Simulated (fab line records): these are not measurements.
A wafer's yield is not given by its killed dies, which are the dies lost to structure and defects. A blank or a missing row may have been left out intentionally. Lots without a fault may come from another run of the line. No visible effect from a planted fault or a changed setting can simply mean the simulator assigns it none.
Chamber matching | flow n5-finfet | rie-diel-03 running N5_BEOL_M7_ETCH_72: 4 sister chambers
The step etches underlayer in N2/H2, target depth 6.5 nm, time 5.2 s. 4 wafers are shown with their chamber, then 7 later ones without.

## WAFERS WITH THEIR CHAMBER
wafer  | chamber | showerhead-plenum-p-Torr (Torr)
L077.2 | 2       | 2.42
L078.3 | 0       | 2.54
L079.3 | 1       | 2.50
L079.5 | 3       | 2.61

## WAFERS WITHOUT THEIR CHAMBER
wafer  | showerhead-plenum-p-Torr (Torr)
L079.6 | 2.41
L085.2 | 2.50
L085.3 | 2.54
L085.6 | 2.54
L090.1 | 2.49
L090.4 | 2.54
L090.6 | 2.41

## THE CHAMBER EACH PASSED THROUGH
wafer  | from the rows above | in truth
L079.6 | 2                   | 2
L085.2 | 1                   | 1
L085.3 | 0                   | 0
L085.6 | 0                   | 0
L090.1 | 1                   | 1
L090.4 | 0                   | 0
L090.6 | 2                   | 2
Correct placement for 7 of the 7. From these rows, 0 cannot be placed. Number placed wrongly: 0.
How it was worked out, from the rows above alone: a wafer's distance from a chamber is the root of the sum, over the readings, of the square of ((its reading less the chamber's mean) divided by the reading's scatter). If the next closest chamber is less than 2 further off than the closest, the wafer can't be placed; otherwise it belongs to the closest. A chamber's mean is the mean of its shown wafers. The scatter: with one shown wafer a chamber, the root of the mean of the squares of how far each hidden wafer lies from its nearest shown one.
